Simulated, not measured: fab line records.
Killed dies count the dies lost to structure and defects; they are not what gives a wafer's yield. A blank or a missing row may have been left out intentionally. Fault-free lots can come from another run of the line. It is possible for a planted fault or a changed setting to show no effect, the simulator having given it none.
fab line records | flow nandHarc
record: lots: 6 | wafers: 18 | lastDay: 24
route steps=1159 shown A_WL_FILL@830 A_CONTACT@840 END@1159
lots with no fault: from the same line, run without faults
startH: start of the lot's first displayed wafer, in hours after the record's first day | waitH: how many hours have passed since the lot's step before this one | " as in the row above | L1.1+2: one row covering several wafers at once | - value missing, or start not given | * or withheld: withheld | < > ~ a bound
route shown NAME@n: names a module that has steps shown in the file, with the first one's number in the route | usual: mean/standard deviation of fault-free wafers | same: alike in all rows | chamber/n: place in a boat | sites: the reading at each site | _std_site: how widely they spread, as a standard deviation | _edge_site: the outer-site mean with the inner-site mean subtracted | radiusMm: for every site, how far away it sits from the centre of the wafer | mask NAME#n: copy n | behind: tool/chamber where the wafer was last shaped | hold: the reason the lot was held/the length of the hold in hours/how it ended | device: the n, p or np transistor that did not switch | end of line: the same wafers' tests at the end of the route | where a step has no rows: the recipe by itself | killed: dies that structure and defects cost at the first sort, which is not the same as the wafer's yield | map: shows each die of a wafer: x if killed, . if not, _ if none is there
set.NAME: the setting that was run; set.NAME@STEP: the one run at that earlier step | model.NAME: the simulator's own value behind a step, which no gauge read
lots seen at some steps along the route; tables by step, rows by wafer
services: the hour from which a tool's chamber was out of use, counted from the record's first day as startH (under 0 if before that day), plus the number of hours and why
== steps ==
step: NHARC_A_WL_FILL_PRECLEAN_30
recipe: timeS: 10 | chemistry: dHF
step: NHARC_A_WL_FILL_SRD_14
step: NHARC_A_WL_FILL_ALD_19
recipe: targetThkA: 20 | pulseTimeS: 3 | aldCycles: 100 | tempC: 450 | material: TiN
usual: heaterPowerW: 1063/110 | precursorPulseHeightRel: 0.999/0.019
lot.wafer | tool        | chamber | startH | waitH | heaterPowerW | precursorPulseHeightRel
L290.3    | aldMetal-01 | 0       | 356.48 | 0.1   | 923          | 0.999
L290.2    | "           | 1       | "      | "     | 1015         | 0.976
L290.5    | "           | 3       | "      | "     | 888          | 0.992
L298.3    | aldMetal-01 | 1       | 411.73 | 0.1   | 1027         | 1.012
L298.6    | "           | 0       | "      | "     | 937          | 0.974
L298.5    | "           | 1       | "      | "     | 1039         | 0.974
L299.1    | aldMetal-03 | 2       | 413.96 | 0.1   | 1133         | 1.009
L299.3    | "           | 3       | "      | "     | 1065         | 0.996
L299.2    | "           | 0       | "      | "     | 1211         | 1.035
L302.2    | aldMetal-01 | 1       | 427.85 | 0.1   | 1014         | 0.996
L302.3    | "           | 3       | "      | "     | 916          | 1.002
L302.4    | "           | 3       | "      | "     | 904          | 0.984
L307.4    | aldMetal-04 | 0       | 466.42 | 0.1   | 1059         | 1.001
L307.6    | "           | 0       | "      | "     | 1045         | 0.985
L307.5    | "           | 1       | "      | "     | 1150         | 0.977
L312.2    | aldMetal-01 | 1       | 481.16 | 0.1   | 1024         | 1.002
L312.1    | "           | 2       | "      | "     | 1248         | 1.001
L312.5    | "           | 2       | "      | "     | 1194         | 0.996
step: NHARC_A_WL_FILL_CVD_20
recipe: targetThkA: 750 | tempC: 300 | pressureTorr: 40 | wf6FlowSccm: 40 | h2FlowSccm: 1600 | arFlowSccm: 1560 | timeS: 5064 | material: W
usual: heaterPowerW: 449/24 | mfcWf6Sccm: 39.99/0.11 | throttleValvePct: 7.97/0.28
lot.wafer | tool    | chamber | startH | waitH | heaterPowerW | mfcWf6Sccm | throttleValvePct
L290.2    | cvdW-01 | 0       | -      | -     | 469          | 39.93      | 7.70
L290.3    | "       | 0       | "      | "     | 476          | 39.98      | 7.65
L290.5    | "       | 0       | "      | "     | 483          | 39.98      | 7.43
L298.3    | cvdW-02 | 1       | -      | -     | 456          | 40.09      | 7.83
L298.6    | "       | 1       | "      | "     | 472          | 39.74      | 7.87
L298.5    | "       | 0       | "      | "     | 445          | 39.98      | 8.15
L299.2    | cvdW-01 | 1       | -      | -     | 401          | 39.92      | 8.36
L299.1    | "       | 0       | "      | "     | 478          | 39.93      | 7.69
L299.3    | "       | 0       | "      | "     | 460          | 39.92      | 7.81
L302.2    | cvdW-02 | 0       | -      | -     | 443          | 39.84      | 8.08
L302.4    | "       | 1       | "      | "     | 453          | 39.93      | 8.04
L302.3    | "       | 0       | "      | "     | 452          | 39.84      | 8.10
L307.4    | cvdW-02 | 1       | -      | -     | 453          | 40.22      | 7.88
L307.5    | "       | 1       | "      | "     | 459          | 39.91      | 7.85
L307.6    | "       | 0       | "      | "     | 452          | 40.03      | 8.28
L312.1    | cvdW-01 | 0       | -      | -     | 437          | 39.83      | 7.47
L312.2    | "       | 0       | "      | "     | 451          | 39.90      | 7.47
L312.5    | "       | 0       | "      | "     | 446          | 39.81      | 7.46
step: NHARC_A_WL_FILL_CMP_12
recipe: tOverpolishS: 30 | targetThkNm: 75
step: NHARC_A_WL_FILL_SRD_31
step: NHARC_A_WL_FILL_INSPECT_15
usual: rawDefectCount: 391/110
lot.wafer | tool             | chamber | startH | waitH | rawDefectCount
L290.2    | defectInspect-02 | -       | 365.81 | 0.0   | 540
L290.3    | "                | -       | "      | "     | 377
L290.5    | "                | -       | "      | "     | 322
L298.3    | defectInspect-02 | -       | 417.66 | 0.1   | 253
L298.5    | "                | -       | "      | "     | 378
L298.6    | "                | -       | "      | "     | 259
L299.1    | defectInspect-02 | -       | 421.70 | 0.0   | 388
L299.2    | "                | -       | "      | "     | 307
L299.3    | "                | -       | "      | "     | 303
L302.2    | defectInspect-01 | -       | 435.26 | 0.0   | 303
L302.3    | "                | -       | "      | "     | 421
L302.4    | "                | -       | "      | "     | 309
L307.4    | defectInspect-01 | -       | 472.13 | 0.0   | 314
L307.5    | "                | -       | "      | "     | 355
L307.6    | "                | -       | "      | "     | 536
L312.1    | defectInspect-01 | -       | 506.58 | 0.0   | 384
L312.2    | "                | -       | "      | "     | 368
L312.5    | "                | -       | "      | "     | 342
step: NHARC_A_CONTACT_DEP_24
recipe: targetThkA: 5000 | tempC: 400 | pressureTorr: 6.5 | rfW: 900 | teosFlowSccm: 161.4 | flowSccm: 2650 | targetThkNm: 500 | gas: O2 | material: SiO2
usual: heaterPowerW: 556/89 | throttleValvePct: 15.8/0.54
lot.wafer | tool     | chamber | startH | waitH | heaterPowerW | throttleValvePct
L290.3    | pecvd-02 | 2       | 365.93 | 0.1   | 620          | 16.4
L290.2    | "        | 0       | "      | "     | 575          | 15.3
L290.5    | "        | 0       | "      | "     | 623          | 15.0
L298.3    | pecvd-02 | 0       | 417.74 | 0.1   | 705          | 15.3
L298.6    | "        | 1       | "      | "     | 386          | 16.6
L298.5    | "        | 2       | "      | "     | 609          | 16.7
L299.3    | pecvd-02 | 0       | 421.77 | 0.1   | 633          | 15.3
L299.2    | "        | 1       | "      | "     | 418          | 16.5
L299.1    | "        | 2       | "      | "     | 661          | 16.7
L302.2    | pecvd-04 | 1       | 435.39 | 0.1   | 564          | 16.2
L302.3    | "        | 2       | "      | "     | 552          | 15.5
L302.4    | "        | 1       | "      | "     | 554          | 16.2
L307.4    | pecvd-02 | 1       | 472.50 | 0.4   | 379          | 16.7
L307.5    | "        | 0       | "      | "     | 582          | 15.6
L307.6    | "        | 1       | "      | "     | 415          | 16.6
L312.1    | pecvd-01 | 0       | 506.72 | 0.1   | 437          | 15.9
L312.2    | "        | 1       | "      | "     | 694          | 15.1
L312.5    | "        | 1       | "      | "     | 517          | 15.0
step: NHARC_A_CONTACT_DEP_28
recipe: targetThkA: 36000 | tempC: 400 | material: aC
usual: throttleValvePct: 35.001/0.0087
lot.wafer | tool      | chamber | startH | waitH | throttleValvePct
L290.2    | aclDep-03 | 0       | 368.13 | 1.7   | 34.987
L290.3    | "         | 0       | "      | "     | 35.009
L290.5    | "         | 0       | "      | "     | 34.994
L298.3    | aclDep-03 | 0       | 420.26 | 2.0   | 35.007
L298.5    | "         | 0       | "      | "     | 35.008
L298.6    | "         | 0       | "      | "     | 34.996
L299.1    | aclDep-03 | 0       | 422.38 | 0.1   | 35.014
L299.2    | "         | 0       | "      | "     | 34.996
L299.3    | "         | 0       | "      | "     | 35.009
L302.2    | aclDep-01 | 0       | 438.29 | 2.4   | 34.995
L302.3    | "         | 0       | "      | "     | 35.001
L302.4    | "         | 0       | "      | "     | 35.000
L307.4    | aclDep-02 | 0       | 474.23 | 1.3   | 35.012
L307.5    | "         | 0       | "      | "     | 35.016
L307.6    | "         | 0       | "      | "     | 35.024
L312.1    | aclDep-03 | 0       | 508.97 | 1.8   | 34.980
L312.2    | "         | 0       | "      | "     | 34.992
L312.5    | "         | 0       | 510.44 | 3.2   | 34.999
step: NHARC_A_CONTACT_DEP_29
recipe: targetThkA: 700 | targetThkNm: 70 | tempC: 400 | pressureTorr: 3.5 | flowSccm: 200 | rfW: 350 | material: SiON
usual: heaterPowerW: 752/93
lot.wafer | tool     | chamber | startH | waitH | heaterPowerW
L290.2    | pecvd-02 | 0       | 370.05 | 1.5   | 924
L290.3    | "        | 1       | "      | "     | 646
L290.5    | "        | 0       | "      | "     | 926
L298.3    | pecvd-04 | 1       | 421.80 | 1.2   | 750
L298.6    | "        | 2       | "      | "     | 787
L298.5    | "        | 1       | "      | "     | 761
L299.2    | pecvd-02 | 0       | 424.62 | 1.5   | 915
L299.1    | "        | 1       | "      | "     | 642
L299.3    | "        | 2       | "      | "     | 767
L302.3    | pecvd-02 | 1       | 440.13 | 1.1   | 542
L302.2    | "        | 0       | "      | "     | 871
L302.4    | "        | 1       | "      | "     | 536
L307.5    | pecvd-01 | 0       | 475.44 | 0.5   | 684
L307.4    | "        | 1       | "      | "     | 781
L307.6    | "        | 2       | "      | "     | 771
L312.2    | pecvd-04 | 0       | 511.20 | 1.5   | 734
L312.1    | "        | 2       | "      | "     | 801
L312.5    | "        | 0       | "      | "     | 712
step: NHARC_A_CONTACT_DEHYDRATE_32
recipe: tempC: 150 | timeS: 120
step: NHARC_A_CONTACT_HMDS_33
recipe: timeS: 30
step: NHARC_A_CONTACT_COAT_34
recipe: tempC: 260 | timeS: 75
step: NHARC_A_CONTACT_COAT_35
recipe: tempC: 225 | timeS: 65
step: NHARC_A_CONTACT_COAT_36
recipe: spinRpm: 1500 | resistThkNm: 90
step: NHARC_A_CONTACT_SOFTBAKE_37
recipe: tempC: 105 | timeS: 55
step: NHARC_A_CONTACT_EBR_38
step: NHARC_A_CONTACT_EXPOSE_39
recipe: na: 1.35 | sigmaOuter: 0.8 | doseMj: 58.79 | maskId: A_CC_3
step: NHARC_A_CONTACT_PEB_40
recipe: pebTempC: 100 | pebTimeS: 65
step: NHARC_A_CONTACT_DEVELOP_41
recipe: developTimeS: 35 | devTempC: 23
step: NHARC_A_CONTACT_CD_MEAS_42
recipe: targetCdNm: 200 | landingEnergyEv: 500
usual: cdNm: 200.2/0.68
same: landingEnergyEv: 500
lot.wafer | tool     | chamber | startH | waitH | cdNm
L290.2    | cdSem-03 | 0       | 370.62 | -     | 200.6
L290.3    | "        | 0       | "      | "     | 200.4
L290.5    | "        | 0       | "      | "     | 199.7
L298.3    | cdSem-02 | 0       | 422.46 | -     | 199.5
L298.5    | "        | 0       | "      | "     | 201.0
L298.6    | "        | 0       | "      | "     | 201.0
L299.1    | cdSem-03 | 0       | 425.21 | -     | 201.4
L299.2    | "        | 0       | "      | "     | 200.5
L299.3    | "        | 0       | "      | "     | 201.5
L302.2    | cdSem-01 | 0       | 440.85 | -     | 200.2
L302.3    | "        | 0       | "      | "     | 200.0
L302.4    | "        | 0       | "      | "     | 199.8
L307.4    | cdSem-01 | 0       | 476.09 | -     | 199.6
L307.5    | "        | 0       | "      | "     | 200.6
L307.6    | "        | 0       | "      | "     | 200.3
L312.1    | cdSem-03 | 0       | 511.93 | -     | 201.1
L312.2    | "        | 0       | "      | "     | 201.1
L312.5    | "        | 0       | "      | "     | 200.4
step: NHARC_A_CONTACT_OVL_MEAS_43
usual: overlayXNm: 0.1/0.77 | overlayYNm: 0.1/0.85
lot.wafer | tool       | chamber | startH | waitH | overlayXNm | overlayYNm
L290.2    | overlay-02 | -       | 370.70 | -     | 1.1        | 0.0
L290.3    | "          | -       | "      | "     | 1.2        | -0.3
L290.5    | "          | -       | "      | "     | 1.2        | -0.3
L298.3    | overlay-02 | -       | 422.55 | -     | -0.7       | 0.9
L298.5    | "          | -       | "      | "     | 0.1        | 0.0
L298.6    | "          | -       | "      | "     | -0.3       | 0.4
L299.1    | overlay-02 | -       | 425.30 | -     | 0.5        | 1.1
L299.2    | "          | -       | "      | "     | 0.0        | 1.2
L299.3    | "          | -       | "      | "     | 0.1        | 0.9
L302.2    | overlay-01 | -       | 440.94 | -     | 0.1        | -1.0
L302.3    | "          | -       | "      | "     | -0.2       | 0.0
L302.4    | "          | -       | "      | "     | -0.2       | -0.6
L307.4    | overlay-02 | -       | 476.17 | -     | -0.2       | -0.5
L307.5    | "          | -       | "      | "     | -0.1       | -0.1
L307.6    | "          | -       | "      | "     | 0.3        | -0.4
L312.1    | overlay-02 | -       | 512.02 | -     | 0.5        | 0.8
L312.2    | "          | -       | "      | "     | 0.0        | 1.3
L312.5    | "          | -       | "      | "     | 0.3        | 0.7
step: NHARC_A_CONTACT_INSPECT_44
usual: rawDefectCount: 28/16
lot.wafer | tool             | chamber | startH | waitH | rawDefectCount
L290.2    | defectInspect-02 | -       | 370.74 | 0.0   | 11
L290.3    | "                | -       | "      | "     | 22
L290.5    | "                | -       | "      | "     | 19
L298.3    | defectInspect-01 | -       | 422.58 | 0.0   | 1055
L298.5    | "                | -       | "      | "     | 1071
L298.6    | "                | -       | "      | "     | 1018
L299.1    | defectInspect-02 | -       | 425.34 | 0.0   | 992
L299.2    | "                | -       | "      | "     | 988
L299.3    | "                | -       | "      | "     | 1001
L302.2    | defectInspect-02 | -       | 440.98 | 0.0   | 48
L302.3    | "                | -       | "      | "     | 62
L302.4    | "                | -       | "      | "     | 42
L307.4    | defectInspect-01 | -       | 476.21 | 0.0   | 51
L307.5    | "                | -       | "      | "     | 53
L307.6    | "                | -       | "      | "     | 52
L312.1    | defectInspect-02 | -       | 512.06 | 0.0   | 75
L312.2    | "                | -       | "      | "     | 65
L312.5    | "                | -       | "      | "     | 63
step: NHARC_A_CONTACT_DESCUM_47
recipe: timeS: 3 | o2FlowSccm: 200 | arFlowSccm: 0 | biasPowerW: 0 | chemistry: O2
usual: drypumpMotorCurrentA: 5.7/0.47 | oesProductAu: 0.998/0.011 | rfVppV: 57.7/0.88 | showerheadPlenumPTorr: 1.90/0.069 | throttleValvePct: 11.312/0.01
lot.wafer | tool       | chamber | startH | waitH | drypumpMotorCurrentA | oesProductAu | rfHoursCounterH | rfVppV | showerheadPlenumPTorr | throttleValvePct
L290.2    | rieDiel-02 | 1       | 370.81 | 0.1   | 6.2                  | 1.007        | 16              | 56.8   | 1.89                  | 11.305
L290.3    | "          | 3       | "      | "     | 5.3                  | 0.995        | 12              | 57.0   | 1.87                  | 11.290
L290.5    | "          | 0       | "      | "     | 6.0                  | 0.988        | -               | 57.7   | 1.83                  | 11.309
L298.3    | rieDiel-04 | 2       | 422.64 | 0.1   | 5.8                  | 1.011        | 22              | 57.0   | 1.85                  | 11.298
L298.6    | "          | 0       | "      | "     | 4.8                  | 0.999        | -               | 56.5   | 1.80                  | 11.303
L298.5    | "          | 1       | "      | "     | 5.7                  | 0.990        | -               | 57.7   | 1.96                  | 11.310
L299.1    | rieDiel-04 | 2       | 425.40 | 0.1   | 5.8                  | 0.999        | 23              | 58.5   | 1.85                  | 11.304
L299.3    | "          | 0       | "      | "     | 4.8                  | 1.001        | 26              | 57.0   | 1.79                  | 11.315
L299.2    | "          | 1       | "      | "     | 5.7                  | 0.981        | 23              | 59.1   | 1.96                  | 11.309
L302.4    | rieDiel-04 | 0       | 441.04 | 0.1   | 4.8                  | 1.009        | 31              | 56.5   | 1.79                  | 11.301
L302.3    | "          | 1       | "      | "     | 5.7                  | 0.993        | 27              | 57.6   | 1.96                  | 11.307
L302.2    | "          | 2       | "      | "     | 5.8                  | 0.983        | 27              | 59.0   | 1.85                  | 11.317
L307.4    | rieDiel-02 | 2       | 476.29 | 0.1   | 5.8                  | 0.995        | 51              | 57.1   | 1.91                  | 11.304
L307.6    | "          | 0       | "      | "     | 6.0                  | 0.994        | -               | 56.5   | 1.81                  | 11.308
L307.5    | "          | 1       | "      | "     | 6.2                  | 1.014        | -               | 57.2   | 1.88                  | 11.310
L312.2    | rieDiel-04 | 1       | 512.16 | 0.1   | 5.7                  | 1.001        | 8               | 57.0   | 1.95                  | 11.322
L312.1    | "          | 3       | "      | "     | 6.5                  | 0.998        | 9               | 58.5   | 1.99                  | 11.301
L312.5    | "          | 1       | "      | "     | 5.7                  | 1.007        | -               | 58.7   | 1.95                  | 11.331
step: NHARC_END_SORT_01
recipe: tempC: 25
usual: killedAtArray: 28/11 | killedAtOther: 0.8/1.1 | killedAtPeriphery: 3.3/2.8 | killedDies: 32/11 | killedOpen: 3.3/1.9 | killedShort: 1.9/1.4
same: grossDies: 677
lot.wafer | tool      | chamber | startH | waitH | killedAtArray | killedAtOther | killedAtPeriphery | killedDies | killedOpen | killedShort
L299.1    | prober-02 | 0       | 494.68 | 2.5   | 130           | 1             | 0                 | 131        | 3          | 1
L299.2    | prober-02 | 0       | 495.48 | 2.8   | 122           | 1             | 0                 | 123        | 3          | 1
L299.3    | prober-02 | 0       | 496.27 | 3.1   | 122           | 0             | 0                 | 122        | 3          | 2
L298.3    | prober-01 | 0       | 504.06 | 3.1   | 133           | 0             | 0                 | 133        | 2          | 2
L298.5    | prober-01 | 0       | 505.65 | 3.7   | 141           | 0             | 0                 | 141        | 2          | 0
L298.6    | prober-01 | 0       | 506.45 | 4.0   | 130           | 1             | 2                 | 133        | 2          | 2
L302.3    | prober-01 | 0       | 519.68 | 3.2   | 46            | 0             | 10                | 56         | 4          | 2
L302.4    | prober-01 | 0       | 520.48 | 3.4   | 34            | 1             | 7                 | 42         | 5          | 0
L307.4    | prober-02 | 0       | 563.34 | 3.4   | 38            | 0             | 1                 | 39         | 2          | 0
L307.5    | prober-02 | 0       | 564.13 | 3.7   | 45            | 0             | 2                 | 47         | 3          | 0
L307.6    | prober-02 | 0       | 564.93 | 4.0   | 41            | 2             | 2                 | 45         | 3          | 1
killed by level:class
L299.1 A_CONTACT:unspecified=95 A_CHANNEL_HOLE_D1:chamberFilmFlake=22 A_CONTACT:chamberFilmFlake=4 A_M0:geometricParticle:open=2 A_ZERO_WELL:chamberFilmFlake=2 A_CHANNEL_FILL_D1:geometricParticle:open=1 STARTING-WAFER:geometricParticle:short=1 A_CHANNEL_FILL_D1:chamberFilmFlake=1
L299.2 A_CONTACT:unspecified=92 A_CHANNEL_HOLE_D1:chamberFilmFlake=18 A_CONTACT:chamberFilmFlake=6 A_STAIRCASE:chamberFilmFlake=2 A_ONON_D1:geometricParticle:short=1 A_SGD_CUT:geometricParticle:open=1 A_WL_FILL:geometricParticle:open=1 A_CONTACT:geometricParticle:open=1
L299.3 A_CONTACT:unspecified=90 A_CHANNEL_HOLE_D1:chamberFilmFlake=19 A_CONTACT:geometricParticle:open=2 A_ZERO_WELL:chamberFilmFlake=2 A_CONTACT:chamberFilmFlake=2 A_BLC:chamberFilmFlake=2 A_CHANNEL_FILL_D1:geometricParticle:open=1 A_WL_FILL:geometricParticle:short=1
L298.3 A_CONTACT:unspecified=95 A_CHANNEL_HOLE_D1:chamberFilmFlake=12 A_SLIT:chamberFilmFlake=11 A_CONTACT:chamberFilmFlake=4 A_STAIRCASE:chamberFilmFlake=3 A_BLC:chamberFilmFlake=3 A_SOURCE_PLATE:geometricParticle:short=1 A_ONON_D1:geometricParticle:short=1
L298.5 A_CONTACT:unspecified=100 A_CHANNEL_HOLE_D1:chamberFilmFlake=19 A_SLIT:chamberFilmFlake=10 A_STAIRCASE:chamberFilmFlake=4 A_BLC:chamberFilmFlake=3 A_ZERO_WELL:chamberFilmFlake=2 A_CONTACT:geometricParticle:open=1 A_M0:geometricParticle:open=1
L298.6 A_CONTACT:unspecified=97 A_CHANNEL_HOLE_D1:chamberFilmFlake=12 A_SLIT:chamberFilmFlake=8 A_STAIRCASE:chamberFilmFlake=3 A_CONTACT:chamberFilmFlake=3 A_CONTACT:geometricParticle:open=2 A_ZERO_WELL:chamberFilmFlake=2 P_GATE:chamberFilmFlake=2
L302.3 A_CHANNEL_HOLE_D1:chamberFilmFlake=21 A_SLIT:chamberFilmFlake=14 P_M1:chamberFilmFlake=7 A_STAIRCASE:chamberFilmFlake=2 A_CONTACT:chamberFilmFlake=2 P_GATE:geometricParticle:open=1 A_ONON_D1:geometricParticle:open=1 A_ONON_D1:geometricParticle:short=1
L302.4 A_CHANNEL_HOLE_D1:chamberFilmFlake=19 A_SLIT:chamberFilmFlake=11 P_STI:chamberFilmFlake=2 P_GATE:geometricParticle:open=1 P_M2:geometricParticle:open=1 A_WL_FILL:geometricParticle:open=1 A_BLC:geometricParticle:open=1 STARTING-WAFER:geometricParticle:open=1
L307.4 A_CHANNEL_HOLE_D1:chamberFilmFlake=20 A_SLIT:chamberFilmFlake=15 A_STAIRCASE:chamberFilmFlake=2 P_GATE:geometricParticle:open=1 A_M0:geometricParticle:open=1
L307.5 A_CHANNEL_HOLE_D1:chamberFilmFlake=24 A_SLIT:chamberFilmFlake=18 P_GATE:geometricParticle:open=1 P_M0:geometricParticle:open=1 A_BLC:geometricParticle:open=1 A_STAIRCASE:chamberFilmFlake=1 A_CONTACT:chamberFilmFlake=1
L307.6 A_CHANNEL_HOLE_D1:chamberFilmFlake=26 A_SLIT:chamberFilmFlake=11 A_CONTACT:chamberFilmFlake=2 P_CONTACT:geometricParticle:open=1 P_M0:geometricParticle:open=1 A_ONON_D1:geometricParticle:open=1 A_CHANNEL_FILL_D1:geometricParticle:short=1 THIN_TSV:chamberFilmFlake=1
map L298.5 (x killed, . not)
____________.____________
_________......._________
_______..........._______
______...x.........______
_____..............._____
____.................____
____.................____
___...................___
___..................x___
__.....................__
__...............x...x.__
_................xxxxx.._
_...............x.xxxx.._
_...............xxxxxxx._
_...x..........xxxxxxxxx_
_...............xxxxxxxx_
................xxxxxxxx.
.....x..........xxxxxxxxx
...............xxxxxxxxx.
...............xxxxxxxxx.
.......x........xxxxxxxxx
_....x..........xxxxxxx._
_................xxxxxxx_
_....x..x..........xxx.._
_.x................xxxx._
_..x.xxx.xx............._
__.x..xx...............__
__.xxxxx...............__
___.xx.xx.............___
___......x............___
____xx.xxx...x.......____
____.x............x..____
_____..x...x.x......_____
______.............______
_______.....x....._______
_________......._________
____________.____________
map L299.1 (x killed, . not)
____________.____________
_________......._________
_______..........._______
______..x..........______
_____..............._____
____.................____
____.................____
___...................___
___...................___
__.x...................__
__.....................__
_..................xx..._
_................xxxxxx._
_................xxxxxxx_
_...............xxxxxxxx_
_...x..x........xxxxxxxx_
................xxxxxxxxx
x.....x........xxxxxxxxx.
...............xxxxxxxxxx
................xxxxxxxx.
...............xxxxxxxx..
_............x...xxxxxxx_
_...............xxxxxxxx_
_.................x.xxx._
_..................xx..._
_.....xx................_
__....xxxx.............__
__....xxxx.............__
___..xx...............___
___..xx.xxx...........___
____.xxx.x...........____
____.xx.x............____
_____.x.x..........._____
______x............______
_______..........._______
_________......._________
____________x____________
== services ==
tool        | chamber | startH | hours | kind
pecvd-02    | -       | 334.59 | 13.0  | pm
cvdW-02     | -       | 348.24 | 0.7   | repair
aclDep-02   | -       | 349.56 | 13.0  | pm
aldMetal-03 | 0       | 353.30 | 9.0   | repair
aldMetal-04 | -       | 371.92 | 1.7   | repair
pecvd-04    | -       | 376.41 | 13.0  | pm
cvdW-02     | -       | 380.07 | 13.0  | pm
rieDiel-04  | 3       | 404.91 | 21.6  | repair
aldMetal-04 | -       | 406.00 | 10.0  | pm
aclDep-03   | -       | 406.53 | 13.0  | pm
aldMetal-01 | 2       | 412.59 | 23.5  | repair
pecvd-01    | -       | 418.50 | 13.0  | pm
aldMetal-03 | 1       | 434.88 | 3.4   | repair
aldMetal-03 | 1       | 441.50 | 3.0   | repair
rieDiel-04  | 0       | 448.06 | 6.4   | repair
aclDep-02   | -       | 451.12 | 5.0   | repair
aldMetal-01 | -       | 458.00 | 10.0  | pm
rieDiel-04  | -       | 466.28 | 9.0   | pm
pecvd-02    | 2       | 466.79 | 20.7  | repair
cvdW-01     | -       | 475.13 | 13.0  | pm
rieDiel-04  | 2       | 483.06 | 4.3   | repair
pecvd-02    | 0       | 487.25 | 6.2   | repair
aldMetal-01 | -       | 496.69 | 0.7   | repair
rieDiel-02  | -       | 505.01 | 9.0   | pm
== key ==
firstSign: step: NHARC_A_CONTACT_INSPECT_44 | reading: rawDefectCount | direction: up | sigmas: 63 | usual: 28 | struck: 1021
effect: step: NHARC_END_SORT_01 | reading: killedAtArray | direction: up | sigmas: 9.3 | usual: 28 | struck: 130
moreKillsBornAt: NHARC_A_CONTACT_DEP_28@aclDep-03: 569
metAt NHARC_A_CONTACT_DEP_28
struckWafers L298.3,L298.5,L298.6,L299.1,L299.2,L299.3
testerLeftOut L298,L299
onsetBetween 368.13 420.26
fault: kind: chamberParticleSource | tool: aclDep-03 | chamber: - | onsetH: 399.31 | steps: NHARC_A_CONTACT_DEP_28 | ratePerVisitCm2: 1.5277 | endH: 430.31
testerLeftOut: of these lots the tester's yield and bins aren't shown, on N5 and GAA mostly nor the transistor test; their killed dies are dies lost to structure and defects alone, not to doping, threshold or leakage, so they don't give the yield
